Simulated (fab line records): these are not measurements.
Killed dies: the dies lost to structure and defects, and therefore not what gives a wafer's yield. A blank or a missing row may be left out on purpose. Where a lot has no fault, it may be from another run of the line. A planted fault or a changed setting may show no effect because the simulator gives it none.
fab line records :: flow n5Finfet :: part 2 of 2: steps 18 to 27 of 27
[record]
  lots = 5
  wafers = 15
  lastDay = 17
route steps=1938 shown SD_EPI_N@264
lots untouched by any fault: they come from a run of this same line in which no faults occurred
startH: hours from the record's opening day to when the first of the lot's shown wafers began :: waitH: how many hours have passed since the lot's step before this one :: " unchanged from the row above :: L1.1+2: a row that stands for several wafers :: - no value present, or no start provided :: * or withheld: withheld :: < > ~ a bound
route shown NAME@n: names a module that has steps shown in the file, with the first one's number in the route :: usual: mean and standard deviation over wafers with no fault :: same: alike in all rows :: chamber/n: place in a boat :: sites: per-site readings :: _std_site: the values' standard deviation :: _edge_site: the outer-site mean with the inner-site mean subtracted :: radiusMm: for every site, how far away it sits from the centre of the wafer :: mask NAME#n: copy n :: behind: the most recent tool/chamber to have shaped the wafer :: hold: what put the lot on hold/how long, in hours/how the hold closed :: device: which transistor (n, p or np) failed to switch :: end of line: at the end of the route, the tests of the same wafers :: for a step that has no rows: nothing shown but its recipe :: killed: not the wafer's yield, but the dies lost to structure and defects at the first sort :: map: per-die view of a wafer (x killed, . not killed, _ where there is no die)
set.NAME: the run value of the setting; set.NAME@STEP: its run value at that earlier step :: model.NAME: the simulator's own value behind a step, which no gauge read
certain route steps with their lots: each step a table, each wafer a row
services: from which hour (startH, from the record's first day; less than 0 if before it) a tool's chamber was out of use, for how many hours, and why
[[steps]]
[step N5_SD_EPI_N_SD_RECESS_17]
[recipe]
  chemistry = HBr/Cl2/O2
  targetDepthA = 410
  maskMaterial = SOC
  timeS = 23.7
  btTimeS = 3
  pressureMtorr = 10
  icpW = 800
  biasW = 112
  HBr_flow_sccm = 150
  Cl2_flow_sccm = 80
  O2_flow_sccm = 12
[usual]
  drypumpMotorCurrentA = 5.8/0.39
  oesProductAu = 0.999/0.0096
  rfFwdPowerW = 795.1/2.8
  throttleValvePct = 37.07/0.28
[same]
  timeS = 23.7
lot.wafer: L074.1
tool: rieSi-06
chamber: 0
startH: 51.66
waitH: 0.0
drypumpMotorCurrentA: 6.5
oesProductAu: 1.001
rfFwdPowerW: 797.6
rfHoursCounterH: 53
throttleValvePct: 36.58

lot.wafer: L074.4
tool: rieSi-06
chamber: 3
startH: 51.66
waitH: 0.0
drypumpMotorCurrentA: 5.1
oesProductAu: 1.004
rfFwdPowerW: 798.2
rfHoursCounterH: 74
throttleValvePct: 37.09

lot.wafer: L074.6
tool: rieSi-06
chamber: 3
startH: 51.66
waitH: 0.0
drypumpMotorCurrentA: 5.1
oesProductAu: 0.995
rfFwdPowerW: 794.1
rfHoursCounterH: -
throttleValvePct: 37.07

lot.wafer: L078.3
tool: rieSi-06
chamber: 0
startH: 74.78
waitH: 0.0
drypumpMotorCurrentA: 6.5
oesProductAu: 1.010
rfFwdPowerW: 793.1
rfHoursCounterH: 53
throttleValvePct: 36.57

lot.wafer: L078.4
tool: rieSi-06
chamber: 3
startH: 74.78
waitH: 0.0
drypumpMotorCurrentA: 5.1
oesProductAu: 0.991
rfFwdPowerW: 795.2
rfHoursCounterH: 75
throttleValvePct: 37.08

lot.wafer: L078.5
tool: rieSi-06
chamber: 1
startH: 74.78
waitH: 0.0
drypumpMotorCurrentA: 5.9
oesProductAu: 1.005
rfFwdPowerW: 801.4
rfHoursCounterH: -
throttleValvePct: 37.23

lot.wafer: L080.1
tool: rieSi-01
chamber: 0
startH: 87.60
waitH: 0.0
drypumpMotorCurrentA: 5.5
oesProductAu: 0.995
rfFwdPowerW: 795.2
rfHoursCounterH: 168
throttleValvePct: 36.70

lot.wafer: L080.2
tool: rieSi-01
chamber: 3
startH: 87.60
waitH: 0.0
drypumpMotorCurrentA: 6.1
oesProductAu: 1.004
rfFwdPowerW: 794.2
rfHoursCounterH: 145
throttleValvePct: 37.33

lot.wafer: L080.5
tool: rieSi-01
chamber: 3
startH: 87.60
waitH: 0.0
drypumpMotorCurrentA: 6.1
oesProductAu: 1.001
rfFwdPowerW: 793.1
rfHoursCounterH: -
throttleValvePct: 37.31

lot.wafer: L083.1
tool: rieSi-06
chamber: 0
startH: 104.74
waitH: 0.0
drypumpMotorCurrentA: 6.4
oesProductAu: 1.002
rfFwdPowerW: 792.4
rfHoursCounterH: 54
throttleValvePct: 36.56

lot.wafer: L083.3
tool: rieSi-06
chamber: 3
startH: 104.74
waitH: 0.0
drypumpMotorCurrentA: 5.1
oesProductAu: 1.002
rfFwdPowerW: 793.8
rfHoursCounterH: 75
throttleValvePct: 37.08

lot.wafer: L083.4
tool: rieSi-06
chamber: 2
startH: 104.74
waitH: 0.0
drypumpMotorCurrentA: 6.0
oesProductAu: 0.997
rfFwdPowerW: 795.2
rfHoursCounterH: 131
throttleValvePct: 37.16

lot.wafer: L087.1
tool: rieSi-03
chamber: 1
startH: 129.38
waitH: 0.0
drypumpMotorCurrentA: 6.1
oesProductAu: 1.004
rfFwdPowerW: 795.0
rfHoursCounterH: 22
throttleValvePct: 37.41

lot.wafer: L087.3
tool: rieSi-03
chamber: 0
startH: 129.38
waitH: 0.0
drypumpMotorCurrentA: 5.9
oesProductAu: 0.980
rfFwdPowerW: 798.4
rfHoursCounterH: 121
throttleValvePct: 36.80

lot.wafer: L087.4
tool: rieSi-03
chamber: 3
startH: 129.38
waitH: 0.0
drypumpMotorCurrentA: 5.4
oesProductAu: 0.979
rfFwdPowerW: 794.5
rfHoursCounterH: 98
throttleValvePct: 37.09
[step N5_SD_EPI_N_STRIP_38]
[recipe]
  chemistry = N2/H2
  powerW = 1000
  tempC = 250
  h2Frac = 0.65
  overashFraction = 0.3
  pressureMtorr = withheld
  n2FlowSccm = 1750
  h2FlowSccm = 3250
[usual]
  drypumpMotorCurrentA = 5.7/0.67
  heaterPowerW = 327/51
  oesProductAu = 0.761/0.011
[same]
  overashFraction = 0.3
lot.wafer: L074.1
tool: plasmaAsher-02
chamber: 0
startH: 51.76
waitH: 0.1
drypumpMotorCurrentA: 6.1
heaterPowerW: 279
oesProductAu: 0.764
rfHoursCounterH: 83

lot.wafer: L074.4
tool: plasmaAsher-02
chamber: 1
startH: 51.76
waitH: 0.1
drypumpMotorCurrentA: 6.5
heaterPowerW: 423
oesProductAu: 0.774
rfHoursCounterH: -

lot.wafer: L074.6
tool: plasmaAsher-02
chamber: 1
startH: 51.76
waitH: 0.1
drypumpMotorCurrentA: 6.5
heaterPowerW: 412
oesProductAu: 0.771
rfHoursCounterH: -

lot.wafer: L078.3
tool: plasmaAsher-01
chamber: 1
startH: 74.90
waitH: 0.1
drypumpMotorCurrentA: 4.7
heaterPowerW: 342
oesProductAu: 0.763
rfHoursCounterH: -

lot.wafer: L078.4
tool: plasmaAsher-01
chamber: 0
startH: 74.90
waitH: 0.1
drypumpMotorCurrentA: 5.8
heaterPowerW: 281
oesProductAu: 0.749
rfHoursCounterH: -

lot.wafer: L078.5
tool: plasmaAsher-01
chamber: 0
startH: 74.90
waitH: 0.1
drypumpMotorCurrentA: 5.8
heaterPowerW: 290
oesProductAu: 0.767
rfHoursCounterH: -

lot.wafer: L080.1
tool: plasmaAsher-01
chamber: 1
startH: 87.70
waitH: 0.1
drypumpMotorCurrentA: 4.7
heaterPowerW: 340
oesProductAu: 0.755
rfHoursCounterH: 39

lot.wafer: L080.2
tool: plasmaAsher-01
chamber: 0
startH: 87.70
waitH: 0.1
drypumpMotorCurrentA: 5.8
heaterPowerW: 282
oesProductAu: 0.758
rfHoursCounterH: 39

lot.wafer: L080.5
tool: plasmaAsher-01
chamber: 1
startH: 87.70
waitH: 0.1
drypumpMotorCurrentA: 4.7
heaterPowerW: 346
oesProductAu: 0.767
rfHoursCounterH: -

lot.wafer: L083.1
tool: plasmaAsher-02
chamber: 0
startH: 104.84
waitH: 0.1
drypumpMotorCurrentA: 6.1
heaterPowerW: 276
oesProductAu: 0.749
rfHoursCounterH: 92

lot.wafer: L083.3
tool: plasmaAsher-02
chamber: 1
startH: 104.84
waitH: 0.1
drypumpMotorCurrentA: 6.5
heaterPowerW: 423
oesProductAu: 0.750
rfHoursCounterH: -

lot.wafer: L083.4
tool: plasmaAsher-02
chamber: 0
startH: 104.84
waitH: 0.1
drypumpMotorCurrentA: 6.1
heaterPowerW: 278
oesProductAu: 0.761
rfHoursCounterH: -

lot.wafer: L087.1
tool: plasmaAsher-01
chamber: 0
startH: 129.48
waitH: 0.1
drypumpMotorCurrentA: 5.8
heaterPowerW: 287
oesProductAu: 0.776
rfHoursCounterH: 49

lot.wafer: L087.3
tool: plasmaAsher-01
chamber: 0
startH: 129.48
waitH: 0.1
drypumpMotorCurrentA: 5.8
heaterPowerW: 293
oesProductAu: 0.752
rfHoursCounterH: -

lot.wafer: L087.4
tool: plasmaAsher-01
chamber: 1
startH: 129.48
waitH: 0.1
drypumpMotorCurrentA: 4.7
heaterPowerW: 350
oesProductAu: 0.755
rfHoursCounterH: -
[step N5_SD_EPI_N_WET_ETCH_43]
[recipe]
  chemistry = dHF
  dilution = withheld
  timeS = 14
  target = SiO2
  targetDepthA = 15
  tempC = 25
[same]
  timeS = 14
lot.wafer: L074.1+4+6
tool: wetBench-05
chamber: 2,4,0
startH: 51.85
waitH: -

lot.wafer: L078.3+4+5
tool: wetBench-06
chamber: 3,4,5
startH: 74.97
waitH: -

lot.wafer: L080.1+2+5
tool: wetBench-01
chamber: 6,2,3
startH: 87.78
waitH: -

lot.wafer: L083.1+3+4
tool: wetBench-05
chamber: 5,3,4
startH: 104.93
waitH: -

lot.wafer: L087.1+3+4
tool: wetBench-05
chamber: 2,6,4
startH: 129.56
waitH: -
[step N5_SD_EPI_N_STRIP_18]
[recipe]
  chemistry = SPM
  timeS = 750
  tempC = 130
  h2so4H2o2VolRatio = 4
[usual]
  bathGuardTempC = 130.2/0.53
  bathHeatDutyPct = 15.1/1.9
[same]
  timeS = 750
lot.wafer: L074.1
tool: wetBench-05
chamber: 2
startH: 51.86
waitH: 0.0
bathGuardTempC: 129.9
bathHeatDutyPct: 15.2

lot.wafer: L074.4
tool: wetBench-05
chamber: 4
startH: 51.86
waitH: 0.0
bathGuardTempC: 131.2
bathHeatDutyPct: 15.3

lot.wafer: L074.6
tool: wetBench-05
chamber: 0
startH: 51.86
waitH: 0.0
bathGuardTempC: 130.0
bathHeatDutyPct: 12.4

lot.wafer: L078.3
tool: wetBench-06
chamber: 3
startH: 74.97
waitH: 0.0
bathGuardTempC: 129.8
bathHeatDutyPct: 13.3

lot.wafer: L078.4
tool: wetBench-06
chamber: 4
startH: 74.97
waitH: 0.0
bathGuardTempC: 130.3
bathHeatDutyPct: 18.8

lot.wafer: L078.5
tool: wetBench-06
chamber: 5
startH: 74.97
waitH: 0.0
bathGuardTempC: 130.0
bathHeatDutyPct: 12.6

lot.wafer: L080.1
tool: wetBench-01
chamber: 6
startH: 87.79
waitH: 0.0
bathGuardTempC: 130.4
bathHeatDutyPct: 16.0

lot.wafer: L080.2
tool: wetBench-01
chamber: 2
startH: 87.79
waitH: 0.0
bathGuardTempC: 130.5
bathHeatDutyPct: 14.6

lot.wafer: L080.5
tool: wetBench-01
chamber: 3
startH: 87.79
waitH: 0.0
bathGuardTempC: 129.3
bathHeatDutyPct: 15.9

lot.wafer: L083.1
tool: wetBench-05
chamber: 5
startH: 104.93
waitH: 0.0
bathGuardTempC: 129.8
bathHeatDutyPct: 15.1

lot.wafer: L083.3
tool: wetBench-05
chamber: 3
startH: 104.93
waitH: 0.0
bathGuardTempC: 130.0
bathHeatDutyPct: 15.5

lot.wafer: L083.4
tool: wetBench-05
chamber: 4
startH: 104.93
waitH: 0.0
bathGuardTempC: 131.3
bathHeatDutyPct: 15.3

lot.wafer: L087.1
tool: wetBench-05
chamber: 2
startH: 129.57
waitH: 0.0
bathGuardTempC: 129.6
bathHeatDutyPct: 14.2

lot.wafer: L087.3
tool: wetBench-05
chamber: 6
startH: 129.57
waitH: 0.0
bathGuardTempC: 130.6
bathHeatDutyPct: 19.6

lot.wafer: L087.4
tool: wetBench-05
chamber: 4
startH: 129.57
waitH: 0.0
bathGuardTempC: 131.2
bathHeatDutyPct: 15.6
[step N5_SD_EPI_N_SRD_20]
[recipe]
  dry = ipaMarangoni
  doPpb = 5
  timeS = 30
  tempC = 23
  rinseLiquid = diw
[usual]
  bathHeatDutyPct = 3.7/0.61
[same]
  timeS = 30
lot.wafer: L074.1
tool: wetBench-05
chamber: 2
startH: 52.06
waitH: 0.0
bathHeatDutyPct: 3.6

lot.wafer: L074.4
tool: wetBench-05
chamber: 4
startH: 52.06
waitH: 0.0
bathHeatDutyPct: 4.0

lot.wafer: L074.6
tool: wetBench-05
chamber: 0
startH: 52.06
waitH: 0.0
bathHeatDutyPct: 3.1

lot.wafer: L078.3
tool: wetBench-06
chamber: 3
startH: 75.18
waitH: 0.0
bathHeatDutyPct: 4.9

lot.wafer: L078.4
tool: wetBench-06
chamber: 4
startH: 75.18
waitH: 0.0
bathHeatDutyPct: 4.4

lot.wafer: L078.5
tool: wetBench-06
chamber: 5
startH: 75.18
waitH: 0.0
bathHeatDutyPct: 2.8

lot.wafer: L080.1
tool: wetBench-01
chamber: 6
startH: 88.02
waitH: 0.0
bathHeatDutyPct: 3.7

lot.wafer: L080.2
tool: wetBench-01
chamber: 2
startH: 88.02
waitH: 0.0
bathHeatDutyPct: 2.7

lot.wafer: L080.5
tool: wetBench-01
chamber: 3
startH: 88.02
waitH: 0.0
bathHeatDutyPct: 3.9

lot.wafer: L083.1
tool: wetBench-05
chamber: 5
startH: 105.14
waitH: 0.0
bathHeatDutyPct: 3.5

lot.wafer: L083.3
tool: wetBench-05
chamber: 3
startH: 105.14
waitH: 0.0
bathHeatDutyPct: 4.1

lot.wafer: L083.4
tool: wetBench-05
chamber: 4
startH: 105.14
waitH: 0.0
bathHeatDutyPct: 3.7

lot.wafer: L087.1
tool: wetBench-05
chamber: 2
startH: 129.78
waitH: 0.0
bathHeatDutyPct: 3.2

lot.wafer: L087.3
tool: wetBench-05
chamber: 6
startH: 129.78
waitH: 0.0
bathHeatDutyPct: 4.7

lot.wafer: L087.4
tool: wetBench-05
chamber: 4
startH: 129.78
waitH: 0.0
bathHeatDutyPct: 3.1
[step N5_SD_EPI_N_PRECLEAN_48]
[recipe]
  chemistry = NF3:NH3
  afsCycles = 2
  tempC = 30
  timeS = 20
  sublimationTempC = 180
  sublimationTimeS = 60
  pressureTorr = 3
  rfPowerW = 30
[usual]
  rfFwdPowerW = 29.89/0.094
[same]
  afsCycles = 2
  timeS = 20
lot.wafer: L074.1
tool: epiRpcvd-02
chamber: 0
startH: 52.12
waitH: 0.0
rfFwdPowerW: 29.96

lot.wafer: L074.4
tool: epiRpcvd-02
chamber: 0
startH: 52.12
waitH: 0.0
rfFwdPowerW: 29.84

lot.wafer: L074.6
tool: epiRpcvd-02
chamber: 0
startH: 52.12
waitH: 0.0
rfFwdPowerW: 29.88

lot.wafer: L078.3
tool: epiRpcvd-01
chamber: 0
startH: 75.35
waitH: 0.2
rfFwdPowerW: 29.89

lot.wafer: L078.4
tool: epiRpcvd-01
chamber: 0
startH: 75.35
waitH: 0.2
rfFwdPowerW: 29.75

lot.wafer: L078.5
tool: epiRpcvd-01
chamber: 0
startH: 75.35
waitH: 0.2
rfFwdPowerW: 29.83

lot.wafer: L080.1
tool: epiRpcvd-03
chamber: 0
startH: 88.08
waitH: 0.0
rfFwdPowerW: 29.95

lot.wafer: L080.2
tool: epiRpcvd-03
chamber: 0
startH: 88.08
waitH: 0.0
rfFwdPowerW: 29.91

lot.wafer: L080.5
tool: epiRpcvd-03
chamber: 0
startH: 88.08
waitH: 0.0
rfFwdPowerW: 29.98

lot.wafer: L083.1
tool: epiRpcvd-02
chamber: 0
startH: 105.19
waitH: 0.0
rfFwdPowerW: 29.86

lot.wafer: L083.3
tool: epiRpcvd-02
chamber: 0
startH: 105.19
waitH: 0.0
rfFwdPowerW: 29.95

lot.wafer: L083.4
tool: epiRpcvd-02
chamber: 0
startH: 105.19
waitH: 0.0
rfFwdPowerW: 29.97

lot.wafer: L087.1
tool: epiRpcvd-01
chamber: 0
startH: 129.83
waitH: 0.0
rfFwdPowerW: 29.80

lot.wafer: L087.3
tool: epiRpcvd-01
chamber: 0
startH: 129.83
waitH: 0.0
rfFwdPowerW: 29.81

lot.wafer: L087.4
tool: epiRpcvd-01
chamber: 0
startH: 129.83
waitH: 0.0
rfFwdPowerW: 29.81
[step N5_SD_EPI_N_VAPOR_ETCH_50]
[recipe]
  chemistry = HCl
  target = Si
  tempC = 775
  timeS = 54
  pressureTorr = 20
  mode = isotropic
[usual]
  throttleValvePct = 11.7/0.4
[same]
  timeS = 54
lot.wafer: L074.1
tool: epiRpcvd-02
chamber: 0
startH: 52.48
waitH: 0.3
throttleValvePct: 11.8

lot.wafer: L074.4
tool: epiRpcvd-02
chamber: 0
startH: 52.48
waitH: 0.3
throttleValvePct: 11.8

lot.wafer: L074.6
tool: epiRpcvd-02
chamber: 0
startH: 52.48
waitH: 0.3
throttleValvePct: 11.7

lot.wafer: L078.3
tool: epiRpcvd-01
chamber: 0
startH: 75.65
waitH: 0.2
throttleValvePct: 11.9

lot.wafer: L078.4
tool: epiRpcvd-01
chamber: 0
startH: 75.65
waitH: 0.2
throttleValvePct: 11.8

lot.wafer: L078.5
tool: epiRpcvd-01
chamber: 0
startH: 75.65
waitH: 0.2
throttleValvePct: 12.0

lot.wafer: L080.1
tool: epiRpcvd-03
chamber: 0
startH: 88.44
waitH: 0.3
throttleValvePct: 11.5

lot.wafer: L080.2
tool: epiRpcvd-03
chamber: 0
startH: 88.44
waitH: 0.3
throttleValvePct: 11.6

lot.wafer: L080.5
tool: epiRpcvd-03
chamber: 0
startH: 88.44
waitH: 0.3
throttleValvePct: 11.4

lot.wafer: L083.1
tool: epiRpcvd-02
chamber: 0
startH: 105.55
waitH: 0.3
throttleValvePct: 12.1

lot.wafer: L083.3
tool: epiRpcvd-02
chamber: 0
startH: 105.55
waitH: 0.3
throttleValvePct: 11.9

lot.wafer: L083.4
tool: epiRpcvd-02
chamber: 0
startH: 105.55
waitH: 0.3
throttleValvePct: 12.0

lot.wafer: L087.1
tool: epiRpcvd-01
chamber: 0
startH: 130.31
waitH: 0.4
throttleValvePct: 12.0

lot.wafer: L087.3
tool: epiRpcvd-01
chamber: 0
startH: 130.31
waitH: 0.4
throttleValvePct: 11.9

lot.wafer: L087.4
tool: epiRpcvd-01
chamber: 0
startH: 130.31
waitH: 0.4
throttleValvePct: 12.0
[step N5_SD_EPI_N_EPI_21]
[recipe]
  material = Si:P
  dopant = P
  tempC = 680
  pressureTorr = 255
  timeS = 690
[same]
  epiGrowthTimeS = 690
  timeS = 690
lot.wafer: L074.1+4+6
tool: epiRpcvd-02
chamber: 0
startH: 52.66
waitH: 0.1

lot.wafer: L078.3+4+5
tool: epiRpcvd-01
chamber: 0
startH: 76.33
waitH: 0.7

lot.wafer: L080.1+2+5
tool: epiRpcvd-03
chamber: 0
startH: 88.62
waitH: 0.1

lot.wafer: L083.1+3+4
tool: epiRpcvd-02
chamber: 0
startH: 105.73
waitH: 0.1

lot.wafer: L087.1+3+4
tool: epiRpcvd-01
chamber: 0
startH: 130.55
waitH: 0.2
[step N5_SD_EPI_N_EPI_MEAS_23]
[recipe]
  mode = xrd
[usual]
  thkNm = 59.1/1.2
lot.wafer: L074.1
tool: filmMetro-01
chamber: -
startH: 54.37
waitH: 1.4
thkNm: 60.8

lot.wafer: L074.4
tool: filmMetro-01
chamber: -
startH: 54.37
waitH: 1.4
thkNm: 59.0

lot.wafer: L074.6
tool: filmMetro-01
chamber: -
startH: 54.37
waitH: 1.4
thkNm: 59.3

lot.wafer: L078.3
tool: filmMetro-02
chamber: -
startH: 77.49
waitH: 0.9
thkNm: 59.7

lot.wafer: L078.4
tool: filmMetro-02
chamber: -
startH: 77.49
waitH: 0.9
thkNm: 60.3

lot.wafer: L078.5
tool: filmMetro-02
chamber: -
startH: 77.49
waitH: 0.9
thkNm: 58.8

lot.wafer: L080.1
tool: filmMetro-01
chamber: -
startH: 90.33
waitH: 1.4
thkNm: 61.2

lot.wafer: L080.2
tool: filmMetro-01
chamber: -
startH: 90.33
waitH: 1.4
thkNm: 61.5

lot.wafer: L080.5
tool: filmMetro-01
chamber: -
startH: 90.33
waitH: 1.4
thkNm: 59.1

lot.wafer: L083.1
tool: filmMetro-01
chamber: -
startH: 107.45
waitH: 1.4
thkNm: 57.9

lot.wafer: L083.3
tool: filmMetro-01
chamber: -
startH: 107.45
waitH: 1.4
thkNm: 60.0

lot.wafer: L083.4
tool: filmMetro-01
chamber: -
startH: 107.45
waitH: 1.4
thkNm: 58.9

lot.wafer: L087.1
tool: filmMetro-01
chamber: -
startH: 132.82
waitH: 1.9
thkNm: 59.0

lot.wafer: L087.3
tool: filmMetro-01
chamber: -
startH: 132.82
waitH: 1.9
thkNm: 61.3

lot.wafer: L087.4
tool: filmMetro-01
chamber: -
startH: 132.82
waitH: 1.9
thkNm: 59.7
[step N5_SD_EPI_N_PRECLEAN_24]
[recipe]
  chemistry = O3/DIW
  timeS = 60
  tempC = 22
  o3Ppm = 10
[usual]
  bathHeatDutyPct = 2.4/0.44
[same]
  timeS = 60
lot.wafer: L074.1
tool: wetBench-06
chamber: 5
startH: 54.42
waitH: 0.0
bathHeatDutyPct: 1.7

lot.wafer: L074.4
tool: wetBench-06
chamber: 6
startH: 54.42
waitH: 0.0
bathHeatDutyPct: 2.2

lot.wafer: L074.6
tool: wetBench-06
chamber: 2
startH: 54.42
waitH: 0.0
bathHeatDutyPct: 2.9

lot.wafer: L078.3
tool: wetBench-01
chamber: 5
startH: 77.53
waitH: 0.0
bathHeatDutyPct: 2.2

lot.wafer: L078.4
tool: wetBench-01
chamber: 0
startH: 77.53
waitH: 0.0
bathHeatDutyPct: 2.3

lot.wafer: L078.5
tool: wetBench-01
chamber: 1
startH: 77.53
waitH: 0.0
bathHeatDutyPct: 2.2

lot.wafer: L080.1
tool: wetBench-06
chamber: 4
startH: 90.37
waitH: 0.0
bathHeatDutyPct: 2.8

lot.wafer: L080.2
tool: wetBench-06
chamber: 5
startH: 90.37
waitH: 0.0
bathHeatDutyPct: 1.6

lot.wafer: L080.5
tool: wetBench-06
chamber: 3
startH: 90.37
waitH: 0.0
bathHeatDutyPct: 2.2

lot.wafer: L083.1
tool: wetBench-06
chamber: 7
startH: 107.48
waitH: 0.0
bathHeatDutyPct: 2.2

lot.wafer: L083.3
tool: wetBench-06
chamber: 1
startH: 107.48
waitH: 0.0
bathHeatDutyPct: 2.2

lot.wafer: L083.4
tool: wetBench-06
chamber: 0
startH: 107.48
waitH: 0.0
bathHeatDutyPct: 2.6

lot.wafer: L087.1
tool: wetBench-06
chamber: 3
startH: 132.86
waitH: 0.0
bathHeatDutyPct: 2.3

lot.wafer: L087.3
tool: wetBench-06
chamber: 1
startH: 132.86
waitH: 0.0
bathHeatDutyPct: 2.0

lot.wafer: L087.4
tool: wetBench-06
chamber: 7
startH: 132.86
waitH: 0.0
bathHeatDutyPct: 2.1
[[services]]
tool: rieDiel-03
chamber: 2
startH: 30.72
hours: 2.5
kind: repair

tool: plasmaAsher-02
chamber: -
startH: 35.85
hours: 2.8
kind: pm

tool: rieSi-06
chamber: 0
startH: 36.93
hours: 2.3
kind: repair

tool: rieSi-01
chamber: -
startH: 40.80
hours: 0.2
kind: repair

tool: arfiScanner-03
chamber: -
startH: 43.35
hours: 1.3
kind: pm

tool: arfiScanner-01
chamber: -
startH: 47.02
hours: 1.3
kind: pm

tool: arfiScanner-01
chamber: -
startH: 48.32
hours: 0.8
kind: pm

tool: rieDiel-03
chamber: 2
startH: 52.97
hours: 7.7
kind: repair

tool: rieSi-01
chamber: 1
startH: 57.50
hours: 3.5
kind: repair

tool: plasmaAsher-02
chamber: -
startH: 60.41
hours: 7.1
kind: repair

tool: arfiScanner-01
chamber: -
startH: 69.08
hours: 8.4
kind: repair

tool: arfiScanner-02
chamber: -
startH: 71.85
hours: 3.9
kind: pm

tool: arfiScanner-03
chamber: -
startH: 77.58
hours: 1.0
kind: pm

tool: arfiScanner-03
chamber: -
startH: 82.82
hours: 3.9
kind: pm

tool: arfiScanner-02
chamber: -
startH: 83.96
hours: 0.6
kind: repair

tool: rieSi-03
chamber: 3
startH: 89.36
hours: 2.0
kind: repair

tool: rieSi-03
chamber: -
startH: 95.23
hours: 0.8
kind: repair

tool: arfiScanner-02
chamber: -
startH: 99.34
hours: 1.3
kind: pm

tool: arfiScanner-01
chamber: -
startH: 105.80
hours: 1.0
kind: pm

tool: rieDiel-06
chamber: 1
startH: 110.57
hours: 8.0
kind: repair

tool: wetBench-06
chamber: -
startH: 115.50
hours: 1.6
kind: repair

tool: epiRpcvd-03
chamber: -
startH: 118.02
hours: 6.0
kind: pm

tool: arfiScanner-02
chamber: -
startH: 119.97
hours: 1.0
kind: pm

tool: arfiScanner-01
chamber: -
startH: 121.57
hours: 3.1
kind: pm
